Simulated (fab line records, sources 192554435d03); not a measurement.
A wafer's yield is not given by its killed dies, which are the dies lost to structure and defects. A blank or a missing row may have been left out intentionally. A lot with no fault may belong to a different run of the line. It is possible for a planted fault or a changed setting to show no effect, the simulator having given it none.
A lot that was struck, set against a sound lot :: flow n5 finfet :: 36 steps out of a route of 1938
Sound: these wafers, L904.1, L904.2, L904.5. Struck: wafers L916.1, L916.4, L916.5. At the end, the cause is stated.
Each step with rows lists, per side, the tool, then ch with its chambers, then its first start. Under that, the readings that differ: sound wafers :: struck wafers :: difference of the means :: sigmas: that difference in standard deviations of wafers without a fault.
alike: words and numbers the same on both sides, and readings whose means are apart by under 2 such deviations; not compared: readings that were withheld, readings missing a value for some wafer, numbers with overlapping values and no deviation given by the record, and bounds like >300 which may hide the same value.
Wherever a step has rows on one side only, a row that says differs or no value, or a row with sigmas, the two part there. When numbers do not overlap yet have no deviation, they are printed without sigmas and do not part them. A reading that every wafer of one side lacks parts them only if that side has two wafers or more.

first, 9 steps without rows for these wafers: N5_BEOL_M4_ANNEAL_95 (time 240 s); N5_BEOL_M4_SPUTTER_96 (material Cu, target thk 4.5 nm, time 8.29 s); N5_BEOL_M4_ECD_50 (material Cu, target thk 300 nm); N5_BEOL_M4_ANNEAL_51 (time 90 s); N5_BEOL_M4_CMP_52 (polishes, stops on SiOC, t overpolish 6.8 s, target thk 40 nm); N5_BEOL_M4_PRE_CLEAN_60 (time 15 s); N5_BEOL_M4_CO_CAP_55 (material Co, precursor CCTBA/H2, target thk 2 nm, time 102.1 s); N5_BEOL_M4_PRE_CLEAN_56 (time 15 s); N5_BEOL_M4_DEP_57 (deposits SiCN from 3MS/NH3, target thk 8 nm, time 14 s).
N5_BEOL_M4_RC_MEAS_101:
  sound on prober-01 ch 0, day 9 14:10; struck on prober-01 ch 0, day 12 13:17
reading: DIBL_P (mV/V)
sound: 38.1 38.6 37.6
struck: 36.7 32.3 33.6
difference: -3.9
sigmas: -2
  alike: DIBL_N, IOFF_N, IOFF_P, ION_N, ION_P, SS_N, SS_P, VT_N, VT_P
N5_BEOL_M5_ILD_DEP_00: deposits SiCOH lowk from DEMS/porogen, target thk 140.64 nm, time 25.9 s.
  sound on pecvd-02 ch 0,1, day 9 15:08; struck on pecvd-02 ch 0,1, day 12 14:15
  no value came back on the struck wafers for any of 5 readings (chamber pressure Torr (Torr), heater power outer w (W) and others); on the sound wafers chamber pressure Torr (Torr) reads 5.023 4.994 5.010
then, 23 steps without rows for these wafers: N5_BEOL_M5_CURE_79 (cures SiCOH lowk, time 240 s); N5_BEOL_M5_PECVD_70 (deposits SiO2 from TEOS/O2, target thk 16 nm, time 18 s); N5_BEOL_M5_HM_DEP_02 (deposits TiN, target thk 20 nm); N5_BEOL_M5_COAT_59 (time 60 s, resist thk 60 nm); N5_BEOL_M5_COAT_60 (time 60 s, resist thk 12 nm); N5_BEOL_M5_COAT_71 (time 60 s, resist thk 5 nm); N5_BEOL_M5_COAT_05 (resist thk 30 nm); N5_BEOL_M5_EBR_07; N5_BEOL_M5_SOFTBAKE_06 (time 60 s); N5_BEOL_M5_EXPOSE_08 (exposes mask M5, target cd 28 nm); N5_BEOL_M5_PEB_09 (peb time 60 s); N5_BEOL_M5_DEVELOP_10 (develop time 30 s); N5_BEOL_M5_DESCUM_16 (chemistry O2, time 7 s); N5_BEOL_M5_ETCH_72 (etches underlayer in N2/H2, target depth 6.5 nm, time 5.2 s); N5_BEOL_M5_ETCH_61 (etches SiARC in CF4, target depth 15.6 nm, time 26 s); N5_BEOL_M5_ETCH_62 (etches SOC in N2/H2, target depth 75 nm, overetch 15 nm, time 112.5 s); N5_BEOL_M5_STRIP_63 (strips in N2/H2); N5_BEOL_M5_STRIP_73 (strips in N2/H2); N5_BEOL_M5_STRIP_64 (strips in CF4); N5_BEOL_M5_HM_OPEN_17 (chemistry Cl2/BCl3, target TiN, target depth 20 nm, overetch 6 nm); N5_BEOL_M5_STRIP_19 (strips in O2); N5_BEOL_M5_COAT_65 (time 60 s, resist thk 60 nm); N5_BEOL_M5_COAT_66 (time 60 s, resist thk 12 nm).
N5_BEOL_M5_OCD_MEAS_38:
  struck on ocd-01, day 12 20:31; sound on ocd-01, day 9 23:17
reading: trench depth nm (nm)
sound: 70.7 71.6 70.7
struck: - - -
difference: no value on the struck wafers
sigmas: 
-- record jumps: 4 days separate the struck wafers' starts on either side; left off in module BEOL_M5, taken up again in module PASSIVATION, whose first shown step is the route's number 1936 --
N5_PASSIVATION_PROBE_49:
  the record has rows for the struck wafers here (prober-01, day 17 03:24) and none for the sound ones

## WHERE THEY PART
First at N5_BEOL_M4_RC_MEAS_101; last, within this record, at N5_PASSIVATION_PROBE_49.

WHY: whatever the simulator had introduced
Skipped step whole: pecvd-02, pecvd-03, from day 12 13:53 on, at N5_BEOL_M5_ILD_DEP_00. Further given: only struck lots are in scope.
